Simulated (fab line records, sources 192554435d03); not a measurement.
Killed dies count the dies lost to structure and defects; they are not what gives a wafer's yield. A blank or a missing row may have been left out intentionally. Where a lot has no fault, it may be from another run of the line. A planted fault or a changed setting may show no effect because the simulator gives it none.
Struck lot and sound lot, side by side / flow n5_finfet / 37 steps out of a route of 1938
Sound: wafers L464.1, L464.3, L464.5. Struck: wafers L472.2, L472.3, L472.4. The cause is given at the end.
At each step with rows: each side's tool, then ch and its chambers, then its first start. Under that, the readings that differ: sound wafers / struck wafers / difference of the means / sigmas: that difference in standard deviations of wafers without a fault.
alike: a reading whose means differ by less than 2 such deviations, as well as words and numbers matching on both sides. not compared: withheld readings; readings where some wafer has no value; bounds like >300 that might hide an equal value; numbers whose values overlap and for which the record gives no deviation.
The two part at a step that has a row with sigmas, a row that says differs or no value, or rows on one side only. When numbers do not overlap yet have no deviation, they are printed without sigmas and do not part them. A reading missing from all wafers of one side parts the sides only when that side holds two or more wafers.

first, 9 steps without rows for these wafers: N5_BEOL_M4_ANNEAL_95 (time 240 s); N5_BEOL_M4_SPUTTER_96 (material Cu, target thk 4.5 nm, time 8.29 s); N5_BEOL_M4_ECD_50 (material Cu, target thk 300 nm); N5_BEOL_M4_ANNEAL_51 (time 90 s); N5_BEOL_M4_CMP_52 (polishes, stops on SiOC, t overpolish 6.8 s, target thk 40 nm); N5_BEOL_M4_PRE_CLEAN_60 (time 15 s); N5_BEOL_M4_CO_CAP_55 (material Co, precursor CCTBA/H2, target thk 2 nm, time 102.1 s); N5_BEOL_M4_PRE_CLEAN_56 (time 15 s); N5_BEOL_M4_DEP_57 (deposits SiCN from 3MS/NH3, target thk 8 nm, time 14 s).
N5_BEOL_M4_RC_MEAS_101:
  sound on prober-02 ch 0, day 11 16:56; struck on prober-02 ch 0, day 13 18:15
reading=ION_P (uA/um); sound=451 458 449; struck=466 465 469; difference=+14; sigmas=+2
reading=SS_N (mV/dec); sound=72.1 72.0 72.8; struck=71.3 71.3 71.4; difference=-1.0; sigmas=-2
reading=VT_P (mV); sound=-253.9 -254.2 -255.6; struck=-248.7 -249.1 -251.0; difference=+5.0; sigmas=+2
  alike: DIBL_N, DIBL_P, IOFF_N, IOFF_P, ION_N, SS_P, VT_N
then, 24 steps without rows for these wafers: N5_BEOL_M5_ILD_DEP_00 (deposits SiCOH lowk from DEMS/porogen, target thk 140.64 nm, time 25.9 s); N5_BEOL_M5_CURE_79 (cures SiCOH lowk, time 240 s); N5_BEOL_M5_PECVD_70 (deposits SiO2 from TEOS/O2, target thk 16 nm, time 18 s); N5_BEOL_M5_HM_DEP_02 (deposits TiN, target thk 20 nm); N5_BEOL_M5_COAT_59 (time 60 s, resist thk 60 nm); N5_BEOL_M5_COAT_60 (time 60 s, resist thk 12 nm); N5_BEOL_M5_COAT_71 (time 60 s, resist thk 5 nm); N5_BEOL_M5_COAT_05 (resist thk 30 nm); N5_BEOL_M5_EBR_07; N5_BEOL_M5_SOFTBAKE_06 (time 60 s); N5_BEOL_M5_EXPOSE_08 (exposes mask M5, target cd 28 nm); N5_BEOL_M5_PEB_09 (peb time 60 s); N5_BEOL_M5_DEVELOP_10 (develop time 30 s); N5_BEOL_M5_DESCUM_16 (chemistry O2, time 7 s); N5_BEOL_M5_ETCH_72 (etches underlayer in N2/H2, target depth 6.5 nm, time 5.2 s); N5_BEOL_M5_ETCH_61 (etches SiARC in CF4, target depth 15.6 nm, time 26 s); N5_BEOL_M5_ETCH_62 (etches SOC in N2/H2, target depth 75 nm, overetch 15 nm, time 112.5 s); N5_BEOL_M5_STRIP_63 (strips in N2/H2); N5_BEOL_M5_STRIP_73 (strips in N2/H2); N5_BEOL_M5_STRIP_64 (strips in CF4); N5_BEOL_M5_HM_OPEN_17 (chemistry Cl2/BCl3, target TiN, target depth 20 nm, overetch 6 nm); N5_BEOL_M5_STRIP_19 (strips in O2); N5_BEOL_M5_COAT_65 (time 60 s, resist thk 60 nm); N5_BEOL_M5_COAT_66 (time 60 s, resist thk 12 nm).
-- a jump in the record: the struck wafers' starts before and after are 3 days apart (it breaks off in module BEOL_M5 and resumes in module BEOL_M12, where the first step shown is number 1619 of the route) --
N5_BEOL_M12_STRIP_64: strips in N2/H2.
  sound on plasma_asher-02 ch 0,1, day 14 15:31; struck on plasma_asher-01 ch 0,1, day 16 11:58
  no value came back on the struck wafers for any of 5 readings (drypump_motor_current_A (A), h2_flow_sccm (sccm) and others); on the sound wafers drypump_motor_current_A (A) reads 6.1 5.9 5.9
reading=model.BARC_of_BEOL_M12_COAT_58.thk_nm (nm); sound=0 0 0; struck=89.6 89.2 89.4; difference=+89.4; sigmas=
  not compared: rf_hours_counter_h
N5_BEOL_M12_ETCH_38: etches SiCN in CF4/N2, target depth 68.7 nm, time 73.4 s.
  sound on rie_diel-03 ch 1,2,3, day 14 19:40; struck on rie_diel-05 ch 0,2, day 16 16:27
reading=model.BARC_of_BEOL_M12_COAT_58.thk_nm (nm); sound=0 0 0; struck=29.8 30 29.8; difference=+29.9; sigmas=
  alike: drypump_motor_current_A, mfc_ar_sccm, oes_product_au, rf_vpp_V, showerhead_plenum_p_Torr, throttle_valve_pct
  not compared: rf_hours_counter_h
N5_PASSIVATION_PROBE_49:
  rows exist in the record for the struck wafers here (prober-01, day 18 08:49), but not for the sound ones

== WHERE THEY PART ==
Earliest at N5_BEOL_M4_RC_MEAS_101; latest, in this record, at N5_PASSIVATION_PROBE_49.

WHY: what had been put in by the simulator
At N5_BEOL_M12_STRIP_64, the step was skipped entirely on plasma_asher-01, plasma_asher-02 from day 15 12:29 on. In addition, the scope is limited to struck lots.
